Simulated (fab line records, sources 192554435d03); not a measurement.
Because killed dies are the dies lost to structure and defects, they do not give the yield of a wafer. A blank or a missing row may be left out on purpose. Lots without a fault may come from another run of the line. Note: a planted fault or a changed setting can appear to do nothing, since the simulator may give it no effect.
fab line records	flow n5_finfet	part 1 of 2: steps 1 to 19 of 27
record lots=5	wafers=15	last_day=17
route steps=1938 shown TV_LITHO@1883 TV_OPEN@1887 PAD_METAL@1893 PASSIVATION@1897
lots with no fault: from the same line, run without faults
start_h: hours from the record's opening day to when the first of the lot's shown wafers began	wait_h: time in hours since the lot's previous step	" same as the row above	L1.1+2: one row covering several wafers at once	- either no value or no given start	* or withheld: withheld	< > ~ a bound
route shown NAME@n: a module of which the file shows steps, and the number in the route of the first	usual: the fault-free wafers' mean and standard deviation	same: alike in all rows	chamber/n: place in a boat	sites: the reading at each site	_std_site: their standard deviation	_edge_site: the outer-site mean with the inner-site mean subtracted	radius_mm: for every site, how far away it sits from the centre of the wafer	mask NAME#n: copy n	behind: the most recent tool/chamber to have shaped the wafer	hold: what put the lot on hold/how long, in hours/how the hold closed	device: which transistor (n, p or np) failed to switch	end of line: the tests these same wafers got at the end of their route	a step given without rows: its recipe and nothing more	killed: count of dies lost to structure and defects at first sort (not the wafer's yield)	map: per-die view of a wafer (x killed, . not killed, _ where there is no die)
set.NAME: the run value of the setting; set.NAME@STEP: its run value at that earlier step	model.NAME: the simulator's own value behind a step, which no gauge read
lots at some steps of the route; a table a step, a row a wafer
services: the hour from which a tool's chamber was out of use, counted from the record's first day as start_h (under 0 if before that day), plus the number of hours and why
## steps
# step N5_PASSIVATION_CD_MEAS_10
# recipe target_cd_nm=3000	landing_energy_ev=500	detector=se_inlens
# usual cd_nm=2998.5/3
lot.wafer	tool	chamber	start_h	wait_h	cd_nm
L076.2	cd_sem-03	0	293.08	-	3002.8
L076.4	"	0	"	"	2998.4
L076.6	"	0	"	"	3002.1
L081.2	cd_sem-03	0	312.97	-	2998.5
L081.4	"	0	"	"	2999.5
L081.5	"	0	"	"	3003.2
L088.1	cd_sem-02	0	365.69	-	2999.6
L088.2	"	0	"	"	2996.2
L088.6	"	0	"	"	3001.4
L089.1	cd_sem-01	0	365.73	-	2995.0
L089.4	"	0	"	"	2999.2
L089.6	"	0	"	"	2996.4
L094.1	cd_sem-01	0	404.66	-	2992.9
L094.2	"	0	"	"	2996.8
L094.6	"	0	"	"	2993.1
# step N5_PASSIVATION_OVL_MEAS_60
# recipe points_per_wafer=44
# usual TV_OVL=1/5.5
lot.wafer	tool	chamber	start_h	wait_h	TV_OVL[nm]
L076.2	overlay-01	0	293.11	0.0	15
L076.4	"	0	"	"	12
L076.6	"	0	"	"	9
L081.2	overlay-01	0	313.00	0.0	6
L081.4	"	0	"	"	8
L081.5	"	0	"	"	2
L088.1	overlay-01	0	365.72	0.0	-3
L088.2	"	0	"	"	5
L088.6	"	0	"	"	3
L089.1	overlay-02	0	365.76	0.0	-2
L089.4	"	0	"	"	4
L089.6	"	0	"	"	7
L094.1	overlay-01	0	404.69	0.0	9
L094.2	"	0	"	"	3
L094.6	"	0	"	"	3
# step N5_PASSIVATION_INSPECT_61
# recipe mode=adi	inspect_instrument=macro
# usual raw_defect_count=2.0/1.4
lot.wafer	tool	chamber	start_h	wait_h	raw_defect_count
L076.2	defect_inspect-02	-	293.13	0.0	3
L076.4	"	-	"	"	0
L076.6	"	-	"	"	4
L081.2	defect_inspect-02	-	313.02	0.0	6
L081.4	"	-	"	"	0
L081.5	"	-	"	"	1
L088.1	defect_inspect-01	-	365.75	0.0	3
L088.2	"	-	"	"	3
L088.6	"	-	"	"	3
L089.1	defect_inspect-02	-	365.78	0.0	4
L089.4	"	-	"	"	3
L089.6	"	-	"	"	1
L094.1	defect_inspect-01	-	404.71	0.0	2
L094.2	"	-	"	"	3
L094.6	"	-	"	"	2
# step N5_PASSIVATION_DESCUM_12
# recipe chemistry=O2	time_s=7.9	source_power_w=50	bias_power_w=20	pressure_mtorr=20	rf_frequency_hz=2.712e+07	temp_c=40	o2_flow_sccm=225
# usual chamber_pressure_mTorr=19.999/0.018	drypump_motor_current_A=5.5/0.39	o2_flow_sccm=224.9/0.65	oes_product_au=0.82/0.083	rf_vpp_V=243.2/1.4	showerhead_plenum_p_Torr=2.10/0.072	throttle_valve_pct=20.52/0.22
lot.wafer	tool	chamber	start_h	wait_h	chamber_pressure_mTorr	drypump_motor_current_A	o2_flow_sccm	oes_product_au	rf_hours_counter_h	rf_vpp_V	showerhead_plenum_p_Torr	throttle_valve_pct
L076.2	rie_diel-06	0	293.16	0.0	20.014	5.6	225.3	0.72	187	243.3	2.16	20.50
L076.4	"	3	"	"	19.961	5.2	225.4	0.83	67	244.7	2.20	20.09
L076.6	"	3	"	"	19.981	5.2	224.7	0.83	-	244.8	2.20	20.09
L081.2	rie_diel-02	0	313.08	0.1	20.004	4.8	225.4	0.95	18	241.5	2.07	20.47
L081.4	"	1	"	"	20.021	6.0	224.3	0.69	243	241.7	2.09	20.82
L081.5	"	1	"	"	19.995	6.0	224.8	0.69	-	243.7	2.09	20.81
L088.1	rie_diel-06	3	366.34	0.6	19.958	5.2	224.0	0.80	90	246.1	2.19	20.13
L088.2	"	0	"	"	20.014	5.6	224.5	0.72	208	243.7	2.16	20.54
L088.6	"	1	"	"	19.985	5.4	225.1	0.79	-	240.8	2.02	20.70
L089.1	rie_diel-04	1	366.35	0.6	20.027	5.0	223.9	0.88	30	241.8	2.04	20.28
L089.4	"	2	"	"	19.998	5.7	225.0	0.68	-	241.3	1.99	20.52
L089.6	"	0	"	"	19.989	5.7	224.1	0.78	-	242.0	2.05	20.59
L094.1	rie_diel-04	1	404.75	0.0	19.988	5.0	225.8	0.86	44	241.3	2.03	20.30
L094.2	"	2	"	"	20.032	5.7	224.2	0.67	229	243.2	1.99	20.52
L094.6	"	0	"	"	20.017	5.6	224.8	0.77	-	242.4	2.05	20.63
# step N5_PASSIVATION_PASS_ETCH_74
# recipe chemistry=CF4/O2	target=SiNx	target_depth_a=2200	time_s=110	ion_energy_ev=100	pressure_mtorr=40	source_w=535	bias_w=49	Ar_flow_sccm=100	cf4_flow_sccm=100	O2_flow_sccm=10
# usual chamber_pressure_mTorr=40.00/0.035	drypump_motor_current_A=5.5/0.39	oes_product_au=0.82/0.082	rf_vpp_V=244/7.2	showerhead_plenum_p_Torr=2.20/0.066	throttle_valve_pct=16.01/0.2
lot.wafer	tool	chamber	start_h	wait_h	chamber_pressure_mTorr	drypump_motor_current_A	oes_product_au	rf_hours_counter_h	rf_vpp_V	showerhead_plenum_p_Torr	throttle_valve_pct
L076.2	rie_diel-06	0	293.23	0.0	40.05	5.6	0.73	187	237	2.28	16.10
L076.4	"	3	"	"	40.05	5.2	0.83	67	255	2.32	15.74
L076.6	"	3	"	"	40.02	5.2	0.82	-	255	2.32	15.75
L081.2	rie_diel-02	0	313.15	0.0	40.02	4.7	0.95	18	246	2.19	15.98
L081.4	"	1	"	"	40.03	6.0	0.68	243	257	2.18	16.28
L081.5	"	1	"	"	39.95	6.0	0.68	-	259	2.18	16.28
L088.1	rie_diel-06	3	366.41	0.0	39.95	5.2	0.80	90	254	2.31	15.79
L088.2	"	0	"	"	40.09	5.5	0.71	208	238	2.27	16.13
L088.6	"	1	"	"	39.99	5.4	0.81	-	244	2.14	16.29
L089.1	rie_diel-04	1	366.41	0.0	39.96	5.0	0.87	30	253	2.15	15.83
L089.4	"	2	"	"	40.03	5.7	0.69	-	236	2.10	16.11
L089.6	"	0	"	"	40.05	5.6	0.79	-	250	2.15	16.02
L094.1	rie_diel-04	1	404.81	0.0	40.01	5.0	0.83	44	253	2.14	15.85
L094.2	"	2	"	"	40.08	5.7	0.67	229	237	2.09	16.12
L094.6	"	0	"	"	40.01	5.7	0.76	-	248	2.15	16.01
# step N5_PASSIVATION_VIA_ETCH_13
# recipe chemistry=CHF3/O2	target=SiO2	target_depth_a=6600	CHF3_flow_sccm=50	O2_flow_sccm=5	Ar_flow_sccm=200	time_s=330	mask_material=PR	pressure_mtorr=30	source_w=650	bias_w=170	ion_energy_ev=200	ends=cleared
# usual CHF3_flow_sccm=50.01/0.15	chamber_pressure_mTorr=29.999/0.028	drypump_motor_current_A=5.5/0.39	etch_rf_on_time_s=235/7	oes_product_au=0.74/0.074	rf_vpp_V=532/15	showerhead_plenum_p_Torr=2.40/0.072	throttle_valve_pct=18.90/0.16
lot.wafer	tool	chamber	start_h	wait_h	CHF3_flow_sccm	chamber_pressure_mTorr	drypump_motor_current_A	etch_rf_on_time_s	oes_product_au	rf_hours_counter_h	rf_vpp_V	showerhead_plenum_p_Torr	throttle_valve_pct
L076.2	rie_diel-06	0	293.32	0.0	49.99	30.022	5.6	233	0.66	187	517	2.51	19.04
L076.4	"	3	"	"	50.25	30.032	5.2	236	0.75	67	554	2.55	18.69
L076.6	"	3	"	"	50.17	29.990	5.2	235	0.76	-	554	2.55	18.70
L081.2	rie_diel-02	0	313.24	0.0	50.11	30.011	4.8	217	0.86	18	534	2.40	18.98
L081.4	"	1	"	"	49.85	30.012	6.0	231	0.62	243	559	2.36	19.03
L081.5	"	1	"	"	50.29	30.031	6.0	231	0.62	-	558	2.36	19.02
L088.1	rie_diel-06	3	366.50	0.0	49.86	29.970	5.2	233	0.72	90	554	2.54	18.74
L088.2	"	0	"	"	49.90	29.990	5.6	226	0.64	208	517	2.50	19.07
L088.6	"	1	"	"	50.24	30.015	5.4	226	0.72	-	527	2.33	19.18
L089.1	rie_diel-04	1	366.51	0.0	49.93	29.993	5.0	244	0.79	30	552	2.35	18.77
L089.4	"	2	"	"	49.86	29.985	5.7	247	0.61	-	513	2.28	18.85
L089.6	"	0	"	"	49.81	30.022	5.6	247	0.71	-	540	2.35	18.89
L094.1	rie_diel-04	1	404.91	0.0	49.90	30.022	5.0	244	0.76	45	552	2.35	18.78
L094.2	"	2	"	"	49.91	29.956	5.7	248	0.61	229	514	2.28	18.89
L094.6	"	0	"	"	50.06	30.008	5.6	250	0.70	-	539	2.34	18.92
# step N5_PASSIVATION_STRIP_14
# recipe chemistry=O2	power_w=600	temp_c=60	pressure_mtorr=30	rf_frequency_hz=6e+07	bias_power_w=0	overash_fraction=0.5	o2_flow_sccm=225
# usual chamber_pressure_mTorr=30.00/0.049	drypump_motor_current_A=5.5/0.39	o2_flow_sccm=225.0/0.66	oes_product_au=0.82/0.084	rf_vpp_V=3.5/0.91	showerhead_plenum_p_Torr=2.10/0.072	throttle_valve_pct=16.73/0.21
lot.wafer	tool	chamber	start_h	wait_h	chamber_pressure_mTorr	drypump_motor_current_A	o2_flow_sccm	oes_product_au	rf_hours_counter_h	rf_vpp_V	showerhead_plenum_p_Torr	throttle_valve_pct
L076.2	rie_diel-06	0	293.52	0.1	30.00	5.6	225.1	0.74	187	3.8	2.17	16.75
L076.4	"	3	"	"	30.00	5.2	224.9	0.85	67	2.8	2.20	16.37
L076.6	"	3	"	"	29.98	5.2	225.9	0.83	-	3.4	2.20	16.39
L081.2	rie_diel-02	0	313.44	0.1	29.96	4.8	224.9	0.95	18	3.3	2.07	16.67
L081.4	"	1	"	"	30.02	6.0	224.8	0.69	243	4.2	2.10	17.07
L081.5	"	1	"	"	29.97	6.0	225.3	0.70	-	5.0	2.10	17.07
L088.1	rie_diel-06	3	366.70	0.1	29.98	5.2	225.7	0.81	90	3.1	2.19	16.42
L088.2	"	0	"	"	30.02	5.5	224.8	0.71	208	2.1	2.16	16.78
L088.6	"	1	"	"	30.02	5.4	224.9	0.79	-	4.3	2.02	16.91
L089.1	rie_diel-04	1	366.70	0.1	30.07	5.0	224.8	0.89	30	2.9	2.04	16.52
L089.4	"	2	"	"	30.03	5.7	225.2	0.69	-	4.1	2.00	16.80
L089.6	"	0	"	"	30.03	5.7	225.0	0.79	-	3.9	2.06	16.78
L094.1	rie_diel-04	1	405.10	0.1	30.03	5.0	225.8	0.86	45	3.7	2.04	16.55
L094.2	"	2	"	"	30.09	5.7	225.6	0.67	229	4.5	1.99	16.85
L094.6	"	0	"	"	30.06	5.6	225.4	0.77	-	2.3	2.05	16.80
# step N5_PASSIVATION_ETCH_15
# recipe chemistry=CF4/N2	target=SiCN	target_depth_a=750	taper_deg=2	time_s=81.2	ion_energy_ev=150	mask_material=SiNx	pressure_mtorr=40	source_w=430	bias_w=70	Ar_flow_sccm=100	cf4_flow_sccm=60	n2_flow_sccm=60
# usual chamber_pressure_mTorr=40.00/0.036	drypump_motor_current_A=5.5/0.39	oes_product_au=0.82/0.082	rf_vpp_V=382.2/2	showerhead_plenum_p_Torr=2.20/0.069	throttle_valve_pct=15.45/0.2
lot.wafer	tool	chamber	start_h	wait_h	chamber_pressure_mTorr	drypump_motor_current_A	oes_product_au	rf_hours_counter_h	rf_vpp_V	showerhead_plenum_p_Torr	throttle_valve_pct
L076.2	rie_diel-06	0	-	-	40.03	5.6	0.74	187	383.1	2.29	15.56
L076.4	"	3	"	"	39.97	5.2	0.83	67	385.1	2.33	15.22
L076.6	"	3	"	"	39.99	5.2	0.83	-	385.7	2.33	15.22
L081.2	rie_diel-02	0	-	-	40.07	4.8	0.95	18	379.8	2.19	15.42
L081.4	"	1	"	"	40.00	6.0	0.68	243	381.0	2.17	15.68
L081.5	"	1	"	"	40.01	6.0	0.68	-	382.3	2.17	15.69
L088.1	rie_diel-06	3	-	-	40.01	5.2	0.80	90	385.5	2.32	15.26
L088.2	"	0	"	"	40.05	5.6	0.71	208	384.3	2.28	15.62
L088.6	"	1	"	"	40.02	5.4	0.79	-	380.5	2.14	15.70
L089.1	rie_diel-04	1	-	-	39.99	5.0	0.87	30	381.4	2.15	15.28
L089.4	"	2	"	"	40.05	5.7	0.68	-	379.4	2.10	15.57
L089.6	"	0	"	"	40.05	5.6	0.79	-	381.0	2.15	15.43
L094.1	rie_diel-04	1	-	-	40.00	5.0	0.84	45	382.5	2.15	15.30
L094.2	"	2	"	"	39.95	5.7	0.68	229	378.7	2.09	15.57
L094.6	"	0	"	"	39.96	5.7	0.77	-	381.8	2.14	15.43
# step N5_PASSIVATION_STRIP_73
# recipe chemistry=post_etch_residue_remover	time_s=60	temp_c=25	remover_ph=withheld	remover_water_wt_pct=withheld	remover_fluoride_wt_pct=withheld
lot.wafer	tool	chamber	start_h	wait_h
L076.2+4+6	wet_bench-04	0,2,5	293.68	-
L081.2+4+5	wet_bench-04	3,0,7	313.60	-
L088.1+2+6	wet_bench-03	4,0,6	366.85	-
L089.1+4+6	wet_bench-04	3,0,7	366.86	-
L094.1+2+6	wet_bench-04	0,1,4	405.26	-
# step N5_PASSIVATION_SRD_17
# recipe time_s=30	temp_c=23	rinse_liquid=diw	dry=n2_spin	spin_rpm=1500	dry_time_s=30
# usual bath_heat_duty_pct=3.6/0.58
lot.wafer	tool	chamber	start_h	wait_h	bath_heat_duty_pct
L076.2	wet_bench-04	0	293.70	0.0	4.2
L076.4	"	2	"	"	3.3
L076.6	"	5	"	"	3.5
L081.2	wet_bench-04	3	313.62	0.0	2.8
L081.4	"	0	"	"	4.4
L081.5	"	7	"	"	3.5
L088.1	wet_bench-03	4	366.87	0.0	2.4
L088.2	"	0	"	"	4.4
L088.6	"	6	"	"	4.3
L089.1	wet_bench-04	3	366.88	0.0	3.0
L089.4	"	0	"	"	4.3
L089.6	"	7	"	"	3.0
L094.1	wet_bench-04	0	405.28	0.0	4.8
L094.2	"	1	"	"	3.8
L094.6	"	4	"	"	4.4
# step N5_PASSIVATION_DEGAS_18
# recipe ambient=vacuum	temp_c=300	time_s=60
# usual heater_power_w=454/47
lot.wafer	tool	chamber	start_h	wait_h	heater_power_w
L076.2	pvd_sputter-01	-	294.55	0.8	418
L076.4	"	-	"	"	454
L076.6	"	-	"	"	484
L081.2	pvd_sputter-03	-	313.70	0.1	398
L081.4	"	-	"	"	534
L081.5	"	-	"	"	443
L088.1	pvd_sputter-01	-	367.55	0.7	447
L088.2	"	-	"	"	412
L088.6	"	-	"	"	410
L089.1	pvd_sputter-02	-	368.73	1.8	462
L089.4	"	-	"	"	481
L089.6	"	-	"	"	453
L094.1	pvd_sputter-02	-	405.43	0.1	376
L094.2	"	-	"	"	448
L094.6	"	-	"	"	468
# step N5_PASSIVATION_PRE_CLEAN_19
# recipe gas=H2/He	time_s=*	temp_c=*
# usual heater_power_w=454/46
lot.wafer	tool	chamber	start_h	wait_h	heater_power_w
L076.2	pvd_sputter-01	-	294.59	0.0	413
L076.4	"	-	"	"	456
L076.6	"	-	"	"	470
L081.2	pvd_sputter-03	-	313.74	0.0	411
L081.4	"	-	"	"	533
L081.5	"	-	"	"	446
L088.1	pvd_sputter-01	-	367.59	0.0	461
L088.2	"	-	"	"	419
L088.6	"	-	"	"	422
L089.1	pvd_sputter-02	-	368.77	0.0	465
L089.4	"	-	"	"	499
L089.6	"	-	"	"	468
L094.1	pvd_sputter-02	-	405.47	0.0	381
L094.2	"	-	"	"	472
L094.6	"	-	"	"	458
# step N5_PASSIVATION_SPUTTER_20
# recipe material=TaN	target_thk_a=500	temp_c=25	chamber_pressure_pa=0.4
# usual throttle_valve_pct=29.8/1.1
lot.wafer	tool	chamber	start_h	wait_h	throttle_valve_pct
L076.2	pvd_sputter-01	-	294.63	0.0	29.9
L076.4	"	-	"	"	29.8
L076.6	"	-	"	"	29.7
L081.2	pvd_sputter-03	-	313.78	0.0	31.7
L081.4	"	-	"	"	28.5
L081.5	"	-	"	"	29.6
L088.1	pvd_sputter-01	-	367.63	0.0	30.1
L088.2	"	-	"	"	29.8
L088.6	"	-	"	"	29.7
L089.1	pvd_sputter-02	-	368.81	0.0	29.8
L089.4	"	-	"	"	28.8
L089.6	"	-	"	"	29.7
L094.1	pvd_sputter-02	-	405.51	0.0	31.5
L094.2	"	-	"	"	29.6
L094.6	"	-	"	"	29.7
# step N5_PASSIVATION_AL_DEP_21
# recipe material=Al	target_thk_a=28000	temp_c=400	time_s=170	power_w=30000	chamber_pressure_pa=0.4	gas=Ar
# usual throttle_valve_pct=29.8/1
lot.wafer	tool	chamber	start_h	wait_h	throttle_valve_pct
L076.2	pvd_sputter-01	-	294.73	0.1	29.9
L076.4	"	-	"	"	30.0
L076.6	"	-	"	"	29.4
L081.2	pvd_sputter-03	-	313.88	0.1	31.7
L081.4	"	-	"	"	28.4
L081.5	"	-	"	"	29.8
L088.1	pvd_sputter-01	-	367.73	0.1	29.7
L088.2	"	-	"	"	29.7
L088.6	"	-	"	"	29.6
L089.1	pvd_sputter-02	-	368.91	0.1	29.8
L089.4	"	-	"	"	28.8
L089.6	"	-	"	"	30.0
L094.1	pvd_sputter-02	-	405.61	0.1	31.2
L094.2	"	-	"	"	29.6
L094.6	"	-	"	"	29.7
# step N5_PASSIVATION_HMDS_23
# recipe time_s=60	temp_c=120
# usual exhaust_pa=45.1/0.9
lot.wafer	tool	chamber	start_h	wait_h	exhaust_pa
L076.2	litho_track-02	0	294.92	0.1	46.9
L076.4	"	0	"	"	46.6
L076.6	"	0	"	"	45.6
L081.2	litho_track-02	0	314.07	0.1	44.9
L081.4	"	0	"	"	45.2
L081.5	"	0	"	"	45.9
L088.1	litho_track-04	0	367.92	0.1	44.1
L088.2	"	0	"	"	46.1
L088.6	"	0	"	"	45.6
L089.1	litho_track-04	0	369.09	0.1	44.6
L089.4	"	0	"	"	45.9
L089.6	"	0	"	"	45.4
L094.1	litho_track-04	0	405.79	0.1	45.5
L094.2	"	0	"	"	45.6
L094.6	"	0	"	"	46.7
# step N5_PASSIVATION_COAT_24
# recipe spin_rpm=3000	resist_thk_nm=withheld
# usual exhaust_pa=45.3/0.94
lot.wafer	tool	chamber	start_h	wait_h	exhaust_pa
L076.2	litho_track-02	0	-	-	45.4
L076.4	"	0	"	"	44.5
L076.6	"	0	"	"	44.3
L081.2	litho_track-02	0	-	-	45.9
L081.4	"	0	"	"	44.7
L081.5	"	0	"	"	45.3
L088.1	litho_track-04	0	-	-	45.0
L088.2	"	0	"	"	45.6
L088.6	"	0	"	"	45.2
L089.1	litho_track-04	0	-	-	44.8
L089.4	"	0	"	"	46.2
L089.6	"	0	"	"	45.2
L094.1	litho_track-04	0	-	-	43.8
L094.2	"	0	"	"	44.1
L094.6	"	0	"	"	44.1
# step N5_PASSIVATION_EBR_26
# recipe solvent=PGMEA	ebr_width_mm=1.5
# usual exhaust_pa=45.1/0.88
lot.wafer	tool	chamber	start_h	wait_h	exhaust_pa
L076.2	litho_track-02	0	-	-	45.1
L076.4	"	0	"	"	44.9
L076.6	"	0	"	"	45.5
L081.2	litho_track-02	0	-	-	44.2
L081.4	"	0	"	"	45.5
L081.5	"	0	"	"	45.7
L088.1	litho_track-04	0	-	-	43.4
L088.2	"	0	"	"	45.1
L088.6	"	0	"	"	45.0
L089.1	litho_track-04	0	-	-	46.0
L089.4	"	0	"	"	45.1
L089.6	"	0	"	"	45.2
L094.1	litho_track-04	0	-	-	44.9
L094.2	"	0	"	"	44.2
L094.6	"	0	"	"	45.9
# step N5_PASSIVATION_SOFTBAKE_25
# recipe temp_c=100	time_s=90
# usual exhaust_pa=45.1/0.85
lot.wafer	tool	chamber	start_h	wait_h	exhaust_pa
L076.2	litho_track-02	0	-	-	44.3
L076.4	"	0	"	"	44.9
L076.6	"	0	"	"	44.5
L081.2	litho_track-02	0	-	-	45.2
L081.4	"	0	"	"	44.3
L081.5	"	0	"	"	44.0
L088.1	litho_track-04	0	-	-	44.8
L088.2	"	0	"	"	45.4
L088.6	"	0	"	"	45.9
L089.1	litho_track-04	0	-	-	44.5
L089.4	"	0	"	"	44.7
L089.6	"	0	"	"	45.7
L094.1	litho_track-04	0	-	-	43.1
L094.2	"	0	"	"	44.1
L094.6	"	0	"	"	44.4
# step N5_PASSIVATION_EXPOSE_27
# recipe mask_id=PAD	na=0.55	source_shape=conventional	sigma_outer=0.8	polarization=unpolarized	defocus_nm=0	dose_mj=32.3
# usual reticle_temp_C=23.00/0.11
lot.wafer	tool	chamber	start_h	wait_h	mask	reticle_temp_C
L076.2	krf_scanner-01	0	295.03	-	PAD#0	23.04
L076.4	"	0	"	"	PAD#0	23.10
L076.6	"	0	"	"	PAD#0	23.12
L081.2	krf_scanner-02	0	314.18	-	PAD#0	22.93
L081.4	"	0	"	"	PAD#0	22.90
L081.5	"	0	"	"	PAD#0	22.97
L088.1	krf_scanner-01	0	368.15	-	PAD#0	22.90
L088.2	"	0	"	"	PAD#0	23.14
L088.6	"	0	"	"	PAD#0	23.12
L089.1	krf_scanner-02	0	369.33	-	PAD#0	22.85
L089.4	"	0	"	"	PAD#0	23.07
L089.6	"	0	"	"	PAD#0	23.03
L094.1	krf_scanner-01	0	405.90	-	PAD#0	23.25
L094.2	"	0	"	"	PAD#0	22.98
L094.6	"	0	"	"	PAD#0	23.08
